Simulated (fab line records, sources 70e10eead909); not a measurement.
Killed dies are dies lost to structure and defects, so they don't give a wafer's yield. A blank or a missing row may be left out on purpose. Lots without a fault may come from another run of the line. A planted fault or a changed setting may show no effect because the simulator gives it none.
Chamber matching | flow nand_harc | NHARC_A_STAIRCASE_DESCUM_186 on rie_diel-11: 4 sister chambers
The step chemistry O2, time 3 s. 16 wafers are shown with their chamber, then 8 later ones without.

WAFERS WITH THEIR CHAMBER
wafer  | chamber | drypump_motor_current_A (A) | showerhead_plenum_p_Torr (Torr) | oes_product_au (a.u.)
L075.2 | 2       | 5.5                         | 1.84                            | 0.999
L075.3 | 3       | 6.3                         | 1.97                            | 0.995
L075.5 | 0       | 5.3                         | 2.04                            | 1.003
L085.2 | 2       | 5.5                         | 1.83                            | 1.013
L085.3 | 1       | 6.4                         | 1.95                            | 1.037
L085.5 | 1       | 6.4                         | 1.95                            | 1.025
L086.4 | 1       | 6.4                         | 1.95                            | 1.020
L086.5 | 3       | 6.3                         | 1.96                            | 1.015
L086.6 | 2       | 5.6                         | 1.83                            | 0.997
L088.2 | 3       | 6.3                         | 1.96                            | 1.004
L088.3 | 2       | 5.6                         | 1.82                            | 0.997
L088.6 | 1       | 6.4                         | 1.94                            | 1.020
L093.1 | 1       | 6.4                         | 1.94                            | 1.020
L093.5 | 3       | 6.3                         | 1.96                            | 1.004
L093.6 | 2       | 5.6                         | 1.82                            | 1.008
L095.1 | 3       | 6.3                         | 1.95                            | 0.994

SIGNATURES (means of the wafers above)
reading                  | chamber 0 | chamber 1 | chamber 2 | chamber 3 | scatter within a chamber
drypump_motor_current_A  | 5.300     | 6.400     | 5.560     | 6.300     | 0.0316
showerhead_plenum_p_Torr | 2.0400    | 1.9460    | 1.8280    | 1.9600    | 0.00707
oes_product_au           | 1.00300   | 1.02440   | 1.00280   | 1.00240   | 0.00774
Rule: a wafer's distance from a chamber is the root of the sum, over the readings, of the square of ((its reading less the chamber's mean) divided by the reading's scatter). The wafer belongs to the nearest chamber; if the next one is less than 2 further off, it can't be placed. The scatter: the root of (the sum of the squares of (reading less its chamber's mean) over the shown wafers, divided by (wafers less chambers)).

WAFERS WITHOUT THEIR CHAMBER
wafer  | drypump_motor_current_A (A) | showerhead_plenum_p_Torr (Torr) | oes_product_au (a.u.)
L095.4 | 5.3                         | 2.02                            | 1.016
L095.5 | 6.3                         | 1.95                            | 0.995
L096.2 | 6.4                         | 1.94                            | 1.014
L096.4 | 6.3                         | 1.95                            | 1.001
L096.5 | 5.5                         | 1.82                            | 1.001
L097.1 | 5.3                         | 2.02                            | 1.007
L097.3 | 6.3                         | 1.93                            | 1.009
L097.5 | 5.3                         | 2.02                            | 1.014

WHICH CHAMBER EACH WENT THROUGH
wafer  | from the rows above     | in truth
L095.4 | 0                       | 0
L095.5 | 3                       | 3
L096.2 | 1                       | 1
L096.4 | 3                       | 3
L096.5 | 2                       | 2
L097.1 | 0                       | 0
L097.3 | can't be placed: 3 or 1 | 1
L097.5 | 0                       | 0
Placed correctly: 7 of 8. Can't be placed from these rows: 1 (the true chamber is among the candidates in 1). Placed wrongly: 0.
